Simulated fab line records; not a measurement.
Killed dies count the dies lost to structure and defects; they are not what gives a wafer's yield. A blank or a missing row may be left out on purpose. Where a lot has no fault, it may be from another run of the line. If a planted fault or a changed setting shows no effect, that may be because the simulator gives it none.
Matching of chambers    flow n5_finfet    rie_diel-01 running N5_FIN_SAQP_SPACER2_ETCHBACK_29: 4 sister chambers
The step etches SiO2 in CHF3/O2, target depth 12.2 nm, time 6.1 s. 27 wafers are shown with their chamber, then 12 later ones without.

== WAFERS WITH THEIR CHAMBER ==
wafer   chamber  showerhead_plenum_p_Torr (Torr)  drypump_motor_current_A (A)  throttle_valve_pct (%)
L075.1  0        2.34                             4.9                          18.86
L075.4  2        2.48                             6.5                          18.47
L075.6  2        2.48                             6.5                          18.46
L076.3  3        2.39                             5.3                          18.93
L076.5  0        2.34                             4.9                          18.85
L076.6  1        2.41                             5.0                          18.72
L077.2  0        2.34                             4.9                          18.86
L077.4  1        2.41                             5.1                          18.73
L077.5  3        2.38                             5.2                          18.94
L078.1  0        2.34                             4.9                          18.87
L078.3  2        2.48                             6.4                          18.46
L078.4  3        2.38                             5.2                          18.94
L079.1  3        2.38                             5.3                          18.93
L079.3  0        2.34                             4.9                          18.86
L079.4  2        2.48                             6.4                          18.47
L082.4  2        2.48                             6.5                          18.46
L082.5  0        2.34                             4.9                          18.88
L082.6  3        2.38                             5.2                          18.94
L083.4  3        2.38                             5.2                          18.93
L083.5  0        2.34                             4.9                          18.88
L083.6  3        2.38                             5.2                          18.94
L084.3  3        2.38                             5.2                          18.95
L084.4  1        2.41                             5.1                          18.75
L084.5  0        2.34                             4.9                          18.88
L085.2  2        2.47                             6.5                          18.49
L085.3  0        2.34                             4.9                          18.89
L085.5  1        2.41                             5.1                          18.77

SIGNATURES (averages over the wafers above)
reading                   chamber 0  chamber 1  chamber 2  chamber 3  scatter within a chamber
showerhead_plenum_p_Torr  2.3400     2.4100     2.4783     2.3813     0.00273
drypump_motor_current_A   4.900      5.075      6.467      5.225      0.0395
throttle_valve_pct        18.8700    18.7425    18.4683    18.9375    0.013
Rule: for a wafer and a chamber, the distance is found by dividing, reading by reading, the gap between the wafer's reading and the chamber's mean by the reading's scatter, squaring, summing and taking the root. The wafer belongs to the nearest chamber; if the next one is less than 2 further off, it can't be placed. The scatter: take each reading less its chamber's mean, square it, sum over the shown wafers, divide by the number of wafers less the number of chambers, and take the root.

== WAFERS WHOSE CHAMBER IS MISSING ==
wafer   showerhead_plenum_p_Torr (Torr)  drypump_motor_current_A (A)  throttle_valve_pct (%)
L087.1  2.38                             5.2                          18.99
L087.3  2.47                             6.5                          18.49
L087.6  2.47                             6.5                          18.49
L088.2  2.47                             6.4                          18.51
L088.4  2.38                             5.2                          18.96
L088.5  2.47                             6.4                          18.51
L090.1  2.47                             6.4                          18.51
L090.3  2.33                             4.9                          18.91
L090.5  2.33                             4.9                          18.91
L094.1  2.37                             5.2                          18.98
L094.5  2.46                             6.4                          18.53
L094.6  2.37                             5.2                          18.98

== WHICH CHAMBER EACH ONE RAN IN ==
wafer   from the rows above  in truth
L087.1  3                    3
L087.3  2                    2
L087.6  2                    2
L088.2  2                    2
L088.4  3                    3
L088.5  2                    2
L090.1  2                    2
L090.3  0                    0
L090.5  0                    0
L094.1  3                    3
L094.5  2                    2
L094.6  3                    3
Correct placement for 12 of the 12. Can't be placed from these rows: 0. Number placed wrongly: 0.
